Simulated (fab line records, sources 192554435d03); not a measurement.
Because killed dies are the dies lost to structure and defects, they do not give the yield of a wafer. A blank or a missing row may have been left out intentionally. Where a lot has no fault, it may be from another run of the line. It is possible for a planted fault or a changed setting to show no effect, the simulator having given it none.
fab line records	flow n5Finfet
record lots=7	wafers=21
route steps=1938 shown BEOL_M4@1047 BEOL_M6@1224 BEOL_M7@1308 BEOL_M8@1332
startH: start of the lot's first displayed wafer, in hours after the record's first day	waitH: time in hours since the lot's previous step	" same as the row above	L1.1+2: several wafers, shown together as one row	- no value, or no start was given	* or withheld: withheld	< > ~ a bound
route shown NAME@n: names a module that has steps shown in the file, with the first one's number in the route	usual: average and standard deviation across the fault-free wafers	same: alike in all rows	chamber/n: place in a boat	sites: the reading at each site	_std_site: the standard deviation of these	_edge_site: the outer-site mean with the inner-site mean subtracted	radiusMm: how far each site lies from the wafer's centre	mask NAME#n: copy n	behind: the most recent tool/chamber to have shaped the wafer	hold: cause of the lot's hold/its duration in hours/its outcome	device: names the non-switching transistor (n, p or np)	end of line: tests of these same wafers at the route's end	a step without rows: its recipe alone	killed: dies that structure and defects cost at the first sort, which is not the same as the wafer's yield	map: a wafer's dies, marking killed ones x, the rest . and places with no die _
set.NAME: the setting as run; set.NAME@STEP: as run at that earlier step	model.NAME: the simulator's own value behind a step, which no gauge read
one table per step and one row per wafer, for lots whose settings were changed on purpose
## steps
# step N5_BEOL_M4_COAT_67
# recipe resist=SOC	tempC=250	timeS=60	spinRpm=1500	resistThkNm=60
lot.wafer	tool	chamber	startH	waitH	set.spinRpm	model.SOC_of_BEOL_M4_COAT_67.thkNm
L077.1	lithoTrack-05	0	169.50	0.0	1600	57.8
L077.5+6	"	0	"	"	1500	59.8
L078.4	lithoTrack-05	0	181.41	0.0	1500	59.6
L078.5	"	0	"	"	1500	59.8
L078.6	"	0	"	"	1631	57.2
L080.1+5	lithoTrack-05	0	194.43	0.0	1500	59.8
L080.6	"	0	"	"	1500	59.6
L083.4+6	lithoTrack-04	0	212.54	0.0	1500	60
L083.5	"	0	"	"	1500	59.8
L084.2+4	lithoTrack-05	0	213.58	0.0	1500	59.8
L084.6	"	0	"	"	1606	57.8
L096.3+6	lithoTrack-04	0	281.51	0.0	1500	59.8
L096.5	"	0	"	"	1500	60
L097.2+5	lithoTrack-05	0	309.09	0.0	1434	61
L097.4	"	0	"	"	1500	59.8
# step N5_BEOL_M4_COAT_68
# recipe resist=SiARC	tempC=220	timeS=60	spinRpm=1500	resistThkNm=12
# step N5_BEOL_M4_COAT_76
# recipe resist=underlayer	tempC=205	timeS=60	spinRpm=1500	resistThkNm=5
# step N5_BEOL_M4_ALD_98
# recipe material=SiO2	targetThkA=25	tempC=100	aldPrecursorFamily=BDEAS	aldCoReactant=O2-plasma	pulseTimeS=1	coReactantPulseTimeS=1	purgeTimeS=2	coReactantPurgeTimeS=2	aldCycles=17	pressureTorr=2
# step N5_BEOL_M4_ETCHBACK_99
# recipe chemistry=CHF3	target=SiO2	targetDepthA=50	timeS=10.4	sourceW=215	biasW=47	Ar_flow_sccm=200	CHF3_flow_sccm=12	ionEnergyEv=100	pressureMtorr=30
# step N5_BEOL_M4_ETCH_70
# recipe chemistry=N2/H2	target=SOC	targetDepthA=800	overetchA=240	maskMaterial=SiARC	tempC=40	timeS=130	ionEnergyEv=200	pressureMtorr=30	sourceW=840	biasW=150	n2FlowSccm=200	h2FlowSccm=200
lot.wafer	tool	chamber	startH	waitH	set.spinRpm@BEOL_M4_COAT_67	model.etch.depthNm
L077.1	rieDiel-01	1	173.05	0.0	1600	57.76
L077.5	"	0	"	"	1500	59.88
L077.6	"	3	"	"	1500	59.76
L078.4	rieDiel-02	0	188.51	0.0	1500	59.56
L078.5	"	0	"	"	1500	59.73
L078.6	"	3	"	"	1631	57.17
L080.1	rieDiel-01	0	195.63	0.0	1500	59.81
L080.5	"	1	"	"	1500	59.79
L080.6	"	0	"	"	1500	59.63
L083.4	rieDiel-06	0	216.18	0.0	1500	59.92
L083.5	"	1	"	"	1500	59.77
L083.6	"	2	"	"	1500	59.98
L084.2	rieDiel-02	3	216.19	0.0	1500	59.72
L084.4	"	2	"	"	1500	59.71
L084.6	"	0	"	"	1606	57.78
L096.3	rieDiel-02	3	301.48	0.0	1500	59.84
L096.5	"	3	"	"	1500	59.97
L096.6	"	0	"	"	1500	59.88
L097.2	rieDiel-06	0	316.91	0.0	1434	61.02
L097.4	"	1	"	"	1500	59.78
L097.5	"	2	"	"	1434	60.96
# step N5_BEOL_M4_STRIP_71
# recipe chemistry=N2/H2	tempC=40	n2FlowSccm=200	h2FlowSccm=200	rfFrequencyHz=6e+07
# step N5_BEOL_M4_STRIP_78
# recipe chemistry=N2/H2	tempC=40	n2FlowSccm=200	h2FlowSccm=200	rfFrequencyHz=6e+07
# step N5_BEOL_M4_VIA_ETCH_34
# recipe chemistry=C4F6/O2	targetDepthA=694	maskMaterial=SOC	pressureMtorr=15	ionEnergyEv=250	taperDeg=4	timeS=65.9	sourceW=350	biasW=170	Ar_flow_sccm=300	C4F6_flow_sccm=10	O2_flow_sccm=10
lot.wafer	tool	chamber	startH	waitH	set.spinRpm@BEOL_M4_COAT_67	model.SOC_of_BEOL_M4_COAT_67.thkNm
L077.1	rieDiel-01	1	173.16	0.0	1600	49.8
L077.5	"	0	"	"	1500	52
L077.6	"	3	"	"	1500	51.8
L078.4	rieDiel-02	0	188.61	0.0	1500	51.4
L078.5	"	0	"	"	1500	51.6
L078.6	"	3	"	"	1631	49.2
L080.1	rieDiel-01	0	195.73	0.0	1500	51.8
L080.5	"	1	"	"	1500	52
L080.6	"	0	"	"	1500	51.6
L083.4	rieDiel-06	0	216.28	0.0	1500	51.8
L083.5+6	"	1,2	"	"	1500	51.6
L084.2	rieDiel-02	3	216.30	0.0	1500	51.6
L084.4	"	2	"	"	1500	51.4
L084.6	"	0	"	"	1606	49.6
L096.3	rieDiel-02	3	301.59	0.0	1500	51.8
L096.5+6	"	3,0	"	"	1500	52
L097.2	rieDiel-06	0	317.01	0.0	1434	52.8
L097.4	"	1	"	"	1500	51.6
L097.5	"	2	"	"	1434	52.6
# step N5_BEOL_M6_EXPOSE_25
# recipe maskId=V5	na=0.33	sourceShape=annular	sigmaInner=0.4	sigmaOuter=0.8	polarization=unpolarized	targetCdNm=40	doseMj=45
lot.wafer	tool	chamber	startH	waitH	mask	set.doseMj
L077.1+5	euvScanner-01	0	193.44	-	V5#0	48.11
L077.6	"	0	"	"	V5#0	45
L078.4	euvScanner-02	0	209.77	-	V5#0	45
L078.5+6	"	0	"	"	V5#0	46.36
L080.1+5+6	euvScanner-01	0	215.28	-	V5#0	45
L083.4+5+6	euvScanner-01	0	237.72	-	V5#0	45
L084.2+6	euvScanner-02	0	240.81	-	V5#0	45
L084.4	"	0	"	"	V5#0	41.85
L096.3+5	euvScanner-02	0	323.43	-	V5#0	45
L096.6	"	0	"	"	V5#0	46.91
L097.2+5	euvScanner-01	0	338.10	-	V5#0	47.86
L097.4	"	0	"	"	V5#0	45
# step N5_BEOL_M6_PEB_26
# recipe pebTempC=100	pebTimeS=60	resist=CAR-EUV
# step N5_BEOL_M6_DEVELOP_27
# recipe developTimeS=30	developer=TMAH	resist=CAR-EUV	rinseLiquid=surfactantRinse	dry=airSpin	devTempC=23
# step N5_BEOL_M6_DESCUM_33
# recipe chemistry=O2	timeS=7	sourcePowerW=50	biasPowerW=20	pressureMtorr=20	rfFrequencyHz=2.712e+07	tempC=40	resist=CAR-EUV	o2FlowSccm=225
lot.wafer	tool	chamber	startH	waitH	set.doseMj@BEOL_M6_EXPOSE_25	model.BEOL_M6.cdNm
L077.1+5	rieDiel-01	2,1	193.93	0.3	48.11	41.6
L077.6	"	2	"	"	45	40
L078.4	rieDiel-02	2	210.00	0.0	45	40
L078.5+6	"	0,3	"	"	46.36	40.8
L080.1	rieDiel-06	3	215.61	0.1	45	40.4
L080.5+6	"	2,1	"	"	45	40.2
L083.4	rieDiel-06	1	238.16	0.2	45	40.2
L083.5	"	1	"	"	45	40
L083.6	"	2	"	"	45	39.8
L084.2+6	rieDiel-02	0,1	241.22	0.2	45	40.2
L084.4	"	1	"	"	41.85	38.4
L096.3+5	rieDiel-06	1,0	324.03	0.4	45	40.2
L096.6	"	1	"	"	46.91	41.2
L097.2+5	rieDiel-02	1	338.46	0.1	47.86	41.6
L097.4	"	1	"	"	45	40.2
# step N5_BEOL_M6_ETCH_72
# recipe chemistry=N2/H2	target=underlayer	targetDepthA=65	maskMaterial=CAR-EUV	timeS=5.2	ionEnergyEv=200	pressureMtorr=30	sourceW=840	biasW=150	n2FlowSccm=200	h2FlowSccm=200	ends=cleared
# step N5_BEOL_M6_ETCH_65
# recipe chemistry=CF4	target=SiARC	targetDepthA=156	maskMaterial=CAR-EUV	timeS=26	ionEnergyEv=80	pressureMtorr=40	sourceW=545	biasW=36	Ar_flow_sccm=100	cf4FlowSccm=100	ends=cleared
lot.wafer	tool	chamber	startH	waitH	set.doseMj@BEOL_M6_EXPOSE_25	model.BEOL_M6.cdNm
L077.1	rieDiel-01	2	193.98	0.0	48.11	41.4
L077.5	"	1	"	"	48.11	41.6
L077.6	"	2	"	"	45	40
L078.4	rieDiel-02	2	210.05	0.0	45	40
L078.5	"	0	"	"	46.36	40.8
L078.6	"	3	"	"	46.36	41
L080.1	rieDiel-06	3	215.67	0.0	45	40.4
L080.5+6	"	2,1	"	"	45	40.2
L083.4	rieDiel-06	1	238.21	0.0	45	40.2
L083.5+6	"	1,2	"	"	45	39.8
L084.2	rieDiel-02	0	241.27	0.0	45	40.2
L084.4	"	1	"	"	41.85	38.2
L084.6	"	1	"	"	45	40
L096.3+5	rieDiel-06	1,0	324.08	0.0	45	40.2
L096.6	"	1	"	"	46.91	41
L097.2+5	rieDiel-02	1	338.54	0.0	47.86	41.6
L097.4	"	1	"	"	45	40.2
# step N5_BEOL_M6_ETCH_66
# recipe chemistry=N2/H2	target=SOC	targetDepthA=800	overetchA=160	maskMaterial=SiARC	tempC=40	timeS=120	ionEnergyEv=200	pressureMtorr=30	sourceW=840	biasW=150	n2FlowSccm=200	h2FlowSccm=200
# usual rfVppV=524.3/2.7
lot.wafer	tool	chamber	startH	waitH	set.sourceW	set.doseMj@BEOL_M6_EXPOSE_25	rfVppV	model.BEOL_M6.cdNm	model.SiARC_of_BEOL_M6_COAT_64.thkNm
L077.1	rieDiel-01	2	194.01	0.0	840	48.11	522.0	41.8	6.4
L077.5	"	1	"	"	749.7	48.11	543.4	41.4	6.8
L077.6	"	2	"	"	840	45	523.3	40.2	6.4
L078.4	rieDiel-02	2	210.08	0.0	900.5	45	514.8	40.4	6.2
L078.5	"	0	"	"	900.5	46.36	512.4	40.8	6.2
L078.6	"	3	"	"	840	46.36	520.1	40.8	6.4
L080.1	rieDiel-06	3	215.69	0.0	840	45	526.1	40.4	6.2
L080.5	"	2	"	"	840	45	527.5	40	6.2
L080.6	"	1	"	"	840	45	522.7	40	6.4
L083.4	rieDiel-06	1	238.24	0.0	840	45	521.6	40	6.6
L083.5	"	1	"	"	840	45	521.3	39.8	6.6
L083.6	"	2	"	"	840	45	529.1	40	6.4
L084.2	rieDiel-02	0	241.30	0.0	899.6	45	512.5	40.2	6.2
L084.4	"	1	"	"	899.6	41.85	513.3	38.6	6.2
L084.6	"	1	"	"	840	45	524.2	40.2	6.4
L096.3	rieDiel-06	1	324.10	0.0	988.6	45	492.4	40.6	6
L096.5	"	0	"	"	840	45	528.2	40.4	6.4
L096.6	"	1	"	"	840	46.91	520.9	41	6.6
L097.2	rieDiel-02	1	338.58	0.0	962.7	47.86	500.6	42.2	6
L097.4	"	1	"	"	840	45	523.2	40.2	6.4
L097.5	"	1	"	"	840	47.86	522.6	41.6	6.4
# step N5_BEOL_M7_TRENCH_ETCH_37
# recipe chemistry=C4F6/O2	targetDepthA=934.78	target=SiCOH_lowk	timeS=31.2	ionEnergyEv=250	pressureMtorr=30	sourceW=345	biasW=185	Ar_flow_sccm=300	C4F6_flow_sccm=10	O2_flow_sccm=10
lot.wafer	tool	chamber	startH	waitH	set.timeS	model.BEOL_M7.featureDepthNm	model.etch.depthNm	model.TiN_of_BEOL_M7_HM_DEP_02.thkNm
L077.1	rieDiel-04	3	-	-	31.2	93.8	93.86	16.8
L077.5	"	3	"	"	31.2	95.4	95.34	16.8
L077.6	"	0	"	"	31.2	94	93.95	16.8
L078.4	rieDiel-04	0	-	-	31.2	94.6	94.59	17.2
L078.5	"	3	"	"	31.2	93.4	93.49	17
L078.6	"	0	"	"	31.2	92.8	92.83	17.4
L080.1	rieDiel-04	3	-	-	31.2	93.6	93.67	17.6
L080.5	"	1	"	"	31.2	91.8	91.7	17.6
L080.6	"	0	"	"	31.2	93.6	93.59	17.4
L083.4	rieDiel-04	1	-	-	31.2	90.8	90.9	17.6
L083.5	"	2	"	"	37.86	114.4	114.4	17
L083.6	"	3	"	"	37.86	114.4	114.4	16.6
L084.2	rieDiel-05	1	-	-	31.2	91.2	91.22	17.4
L084.4	"	3	"	"	31.2	94.8	94.87	17.2
L084.6	"	1	"	"	25.27	74	74.04	18
L096.3	rieDiel-05	1	-	-	31.2	91	91.07	17.4
L096.5	"	2	"	"	31.2	94.2	94.19	17.2
L096.6	"	3	"	"	34.94	106.8	106.7	16.6
L097.2	rieDiel-04	0	-	-	31.2	97.2	97.12	17.2
L097.4	"	2	"	"	31.2	94.2	94.23	17.2
L097.5	"	3	"	"	33.6	98.8	98.82	17.2
# step N5_BEOL_M7_ETCH_41
# recipe chemistry=CH3F/O2	target=SiCN	targetDepthA=319	taperDeg=2	timeS=57.8	ionEnergyEv=120	maskMaterial=TiN	pressureMtorr=30	sourceW=395	biasW=75	Ar_flow_sccm=150	CH3F_flow_sccm=30	O2_flow_sccm=20
# step N5_BEOL_M7_STRIP_80
# recipe chemistry=N2/H2	timeS=10	powerW=450	tempC=40	pressureMtorr=20	rfFrequencyHz=6e+07	biasPowerW=7	n2FlowSccm=200	h2FlowSccm=200
# step N5_BEOL_M7_OCD_MEAS_38
# usual trenchDepthNm=93.2/1.8
lot.wafer	tool	chamber	startH	waitH	set.timeS@BEOL_M7_TRENCH_ETCH_37	trenchDepthNm
L077.1	ocd-02	-	204.29	-	31.2	93.9
L077.5	"	-	"	"	31.2	95.3
L077.6	"	-	"	"	31.2	93.7
L078.4	ocd-02	-	216.76	-	31.2	94.9
L078.5	"	-	"	"	31.2	93.7
L078.6	"	-	"	"	31.2	92.7
L080.1	ocd-02	-	222.15	-	31.2	93.3
L080.5	"	-	"	"	31.2	91.5
L080.6	"	-	"	"	31.2	93.7
L083.4	ocd-02	-	245.69	-	31.2	90.9
L083.5	"	-	"	"	37.86	114.6
L083.6	"	-	"	"	37.86	113.6
L084.2	ocd-01	-	247.42	-	31.2	91.2
L084.4	"	-	"	"	31.2	95.3
L084.6	"	-	"	"	25.27	74.2
L096.3	ocd-01	-	336.85	-	31.2	91.1
L096.5	"	-	"	"	31.2	94.1
L096.6	"	-	"	"	34.94	107.0
L097.2	ocd-02	-	346.31	-	31.2	97.0
L097.4	"	-	"	"	31.2	93.9
L097.5	"	-	"	"	33.6	98.1
# step N5_BEOL_M7_HM_STRIP_39
# recipe chemistry=peroxideTinStrip	material=TiN	targetDepthA=250	tempC=50	timeS=158
# step N5_BEOL_M7_SRD_40
# recipe timeS=30	tempC=23	rinseLiquid=diw	dry=ipaMarangoni
# step N5_BEOL_M7_ECD_50
# recipe material=Cu	targetThkA=3000
# step N5_BEOL_M7_ANNEAL_51
# recipe tempC=225	timeS=90	ambient=N2
# step N5_BEOL_M7_CMP_52
# recipe stopOn=SiCOH_lowk	tOverpolishS=6.9	downForcePsi=1	platenRpm=50	clearingPlatenDownForcePsi=1.5	clearingPlatenRpm=50	postCmpClean=cuAlkaline	targetThkNm=80	clearingPlatenPadVelocityMS=0.99484	padVelocityMS=0.99484
lot.wafer	tool	chamber	startH	waitH	set.timeS@BEOL_M7_TRENCH_ETCH_37	model.Cu_of_BEOL_M7_ECD_50.thkNm
L077.1	cmp-04	0	206.43	0.3	31.2	79
L077.6	"	0	"	"	31.2	79.2
L077.5	"	1	"	"	31.2	81.4
L078.4	cmp-04	1	219.36	0.2	31.2	81.6
L078.5	"	0	"	"	31.2	78.4
L078.6	"	1	"	"	31.2	79.6
L080.1	cmp-01	3	225.84	0.4	31.2	79.4
L080.6	"	0	"	"	31.2	79.8
L080.5	"	1	"	"	31.2	75.8
L083.4	cmp-02	2	248.51	0.3	31.2	74.4
L083.6	"	0	"	"	37.86	101.8
L083.5	"	1	"	"	37.86	99.2
L084.4	cmp-01	2	249.16	0.1	31.2	80.8
L084.2	"	0	"	"	31.2	77.2
L084.6	"	3	"	"	25.27	59.8
L096.3	cmp-04	0	339.33	0.2	31.2	75.8
L096.5	"	2	"	"	31.2	79.8
L096.6	"	3	"	"	34.94	93.2
L097.2	cmp-01	3	348.62	0.2	31.2	83.8
L097.4	"	2	"	"	31.2	81.4
L097.5	"	3	"	"	33.6	86.4
# step N5_BEOL_M7_THK_MEAS_53
# recipe thkMeasGauge=xrf	reads=Cu_of_BEOL_M7_ECD_50
# usual M7_THK=77.4/2.1
lot.wafer	tool	chamber	startH	waitH	set.timeS@BEOL_M7_TRENCH_ETCH_37	M7_THK[nm]
L077.1	filmMetro-01	-	206.73	-	31.2	77.2
L077.5	"	-	"	"	31.2	79.1
L077.6	"	-	"	"	31.2	77.0
L078.4	filmMetro-02	-	219.61	-	31.2	79.4
L078.5	"	-	"	"	31.2	76.2
L078.6	"	-	"	"	31.2	77.5
L080.1	filmMetro-01	-	226.02	-	31.2	77.9
L080.5	"	-	"	"	31.2	74.2
L080.6	"	-	"	"	31.2	78.0
L083.4	filmMetro-01	-	248.74	-	31.2	72.7
L083.5	"	-	"	"	37.86	96.4
L083.6	"	-	"	"	37.86	99.5
L084.2	filmMetro-01	-	249.45	-	31.2	76.0
L084.4	"	-	"	"	31.2	79.5
L084.6	"	-	"	"	25.27	58.8
L096.3	filmMetro-02	-	339.55	-	31.2	73.9
L096.5	"	-	"	"	31.2	78.2
L096.6	"	-	"	"	34.94	91.2
L097.2	filmMetro-02	-	348.91	-	31.2	81.3
L097.4	"	-	"	"	31.2	78.7
L097.5	"	-	"	"	33.6	84.1
# step N5_BEOL_M7_PRE_CLEAN_55
# recipe gas=NH3	timeS=15	tempC=withheld	rfPowerW=300
# step N5_BEOL_M7_DEP_56
# recipe material=SiCN	targetThkA=100	tempC=withheld	precursor=3MS/NH3	pressureTorr=3	rfW=202	timeS=17.5
# step N5_BEOL_M7_RS_MEAS_57
# recipe thkMeasGauge=four-point-probe	reads=Cu_of_BEOL_M7_ECD_50+Co_of_BEOL_M7_CVD_78+TaN_of_BEOL_M7_ALD_77
# usual M7_RS=0.288/0.0094
lot.wafer	tool	chamber	startH	waitH	set.timeS@BEOL_M7_TRENCH_ETCH_37	M7_RS[ohm/sq]
L077.1	filmMetro-02	-	206.86	0.1	31.2	0.289
L077.5	"	-	"	"	31.2	0.279
L077.6	"	-	"	"	31.2	0.289
L078.4	filmMetro-02	-	219.75	0.0	31.2	0.279
L078.5	"	-	"	"	31.2	0.292
L078.6	"	-	"	"	31.2	0.287
L080.1	filmMetro-01	-	226.15	0.1	31.2	0.289
L080.5	"	-	"	"	31.2	0.305
L080.6	"	-	"	"	31.2	0.287
L083.4	filmMetro-02	-	248.87	0.0	31.2	0.311
L083.5	"	-	"	"	37.86	0.222
L083.6	"	-	"	"	37.86	0.216
L084.2	filmMetro-02	-	249.58	0.1	31.2	0.298
L084.4	"	-	"	"	31.2	0.282
L084.6	"	-	"	"	25.27	0.406
L096.3	filmMetro-02	-	339.68	0.1	31.2	0.304
L096.5	"	-	"	"	31.2	0.286
L096.6	"	-	"	"	34.94	0.238
L097.2	filmMetro-02	-	349.04	0.1	31.2	0.270
L097.4	"	-	"	"	31.2	0.280
L097.5	"	-	"	"	33.6	0.261
# step N5_BEOL_M8_ILD_DEP_00
# recipe material=SiCOH_lowk	targetThkA=1797.5	tempC=300	precursor=DEMS/porogen	pressureTorr=5	rfW=500	timeS=33.4
lot.wafer	tool	chamber	startH	waitH	set.tempC	model.SiCOH_lowk_of_BEOL_M8_ILD_DEP_00.thkNm
L077.1	pecvd-04	0	206.92	0.0	296	182.2
L077.5	"	2	"	"	300	178
L077.6	"	1	"	"	300	177.8
L078.4	pecvd-04	1	219.83	0.1	300	178
L078.5	"	0	"	"	304.3	176.4
L078.6	"	2	"	"	300	178.2
L080.1	pecvd-02	0	226.21	0.0	300	176.8
L080.5	"	1	"	"	300	181.6
L080.6	"	0	"	"	300	180.4
L083.4	pecvd-03	2	248.95	0.1	300	178.2
L083.5	"	0	"	"	294.6	187.4
L083.6	"	1	"	"	300	179.6
L084.2	pecvd-02	0	249.65	0.0	301.7	176.8
L084.4	"	1	"	"	301.7	178.4
L084.6	"	0	"	"	301.7	180
L096.3	pecvd-02	1	339.74	0.0	300	179.4
L096.5	"	1	"	"	304.6	177
L096.6	"	2	"	"	300	182.2
L097.2	pecvd-02	2	349.10	0.0	300	177.2
L097.4	"	1	"	"	300	179
L097.5	"	2	"	"	294.6	186
# step N5_BEOL_M8_CURE_74
# recipe tempC=385	timeS=240	ambient=He/Ar	material=SiCOH_lowk
lot.wafer	tool	chamber	startH	waitH	set.tempC@BEOL_M8_ILD_DEP_00	model.SiCOH_lowk_of_BEOL_M8_ILD_DEP_00.thkNm
L077.1	uvCure-03	1	207.00	0.1	296	157
L077.5	"	1	"	"	300	153.6
L077.6	"	1	"	"	300	153.4
L078.4	uvCure-02	1	220.11	0.3	300	153.6
L078.5	"	1	"	"	304.3	152
L078.6	"	1	"	"	300	153.8
L080.1	uvCure-01	2	226.28	0.0	300	152.4
L080.5	"	2	"	"	300	156.6
L080.6	"	2	"	"	300	155.6
L083.4	uvCure-02	0	249.23	0.3	300	153.8
L083.5	"	0	"	"	294.6	161.8
L083.6	"	0	"	"	300	155
L084.2	uvCure-02	1	249.79	0.1	301.7	152.4
L084.4	"	1	"	"	301.7	153.8
L084.6	"	1	"	"	301.7	155.2
L096.3	uvCure-01	1	339.97	0.2	300	154.8
L096.5	"	1	"	"	304.6	152.6
L096.6	"	1	"	"	300	157
L097.2	uvCure-03	2	349.25	0.1	300	152.8
L097.4	"	2	"	"	300	154.4
L097.5	"	2	"	"	294.6	160.4
## key
split step=N5_BEOL_M4_COAT_67	setting=spinRpm	stated=1500	by=wafer
response step=N5_BEOL_M4_COAT_67	reading=model.SOC_of_BEOL_M4_COAT_67.thkNm	change=-0.287	per=1%	r=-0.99
response step=N5_BEOL_M4_ETCH_70	reading=model.etch.depthNm	change=-0.286	per=1%	r=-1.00
response step=N5_BEOL_M4_VIA_ETCH_34	reading=model.SOC_of_BEOL_M4_COAT_67.thkNm	change=-0.276	per=1%	r=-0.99
split step=N5_BEOL_M6_EXPOSE_25	setting=doseMj	stated=45	by=wafer
response step=N5_BEOL_M6_DESCUM_33	reading=model.BEOL_M6.cdNm	change=+0.239	per=1%	r=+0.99
response step=N5_BEOL_M6_ETCH_65	reading=model.BEOL_M6.cdNm	change=+0.235	per=1%	r=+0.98
response step=N5_BEOL_M6_ETCH_66	reading=model.BEOL_M6.cdNm	change=+0.213	per=1%	r=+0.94
split step=N5_BEOL_M6_ETCH_66	setting=sourceW	stated=840	by=wafer
response step=N5_BEOL_M6_ETCH_66	reading=rfVppV	change=-1.67	per=1%	r=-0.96
response step=N5_BEOL_M6_ETCH_66	reading=model.SiARC_of_BEOL_M6_COAT_64.thkNm	change=-0.0294	per=1%	r=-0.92
split step=N5_BEOL_M7_TRENCH_ETCH_37	setting=timeS	stated=31.2	by=wafer
response step=N5_BEOL_M7_TRENCH_ETCH_37	reading=model.BEOL_M7.featureDepthNm	change=+1.04	per=1%	r=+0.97
response step=N5_BEOL_M7_TRENCH_ETCH_37	reading=model.etch.depthNm	change=+1.04	per=1%	r=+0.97
response step=N5_BEOL_M7_TRENCH_ETCH_37	reading=model.TiN_of_BEOL_M7_HM_DEP_02.thkNm	change=-0.038	per=1%	r=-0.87
response step=N5_BEOL_M7_OCD_MEAS_38	reading=trenchDepthNm	change=+1.03	per=1%	r=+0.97
response step=N5_BEOL_M7_CMP_52	reading=model.Cu_of_BEOL_M7_ECD_50.thkNm	change=+1.11	per=1%	r=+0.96
response step=N5_BEOL_M7_THK_MEAS_53	reading=M7_THK	change=+1.09	per=1%	r=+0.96
response step=N5_BEOL_M7_RS_MEAS_57	reading=M7_RS	change=-0.00485	per=1%	r=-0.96
split step=N5_BEOL_M8_ILD_DEP_00	setting=tempC	stated=300	by=wafer
response step=N5_BEOL_M8_ILD_DEP_00	reading=model.SiCOH_lowk_of_BEOL_M8_ILD_DEP_00.thkNm	change=-3.44	per=1%	r=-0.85
response step=N5_BEOL_M8_CURE_74	reading=model.SiCOH_lowk_of_BEOL_M8_ILD_DEP_00.thkNm	change=-2.98	per=1%	r=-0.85
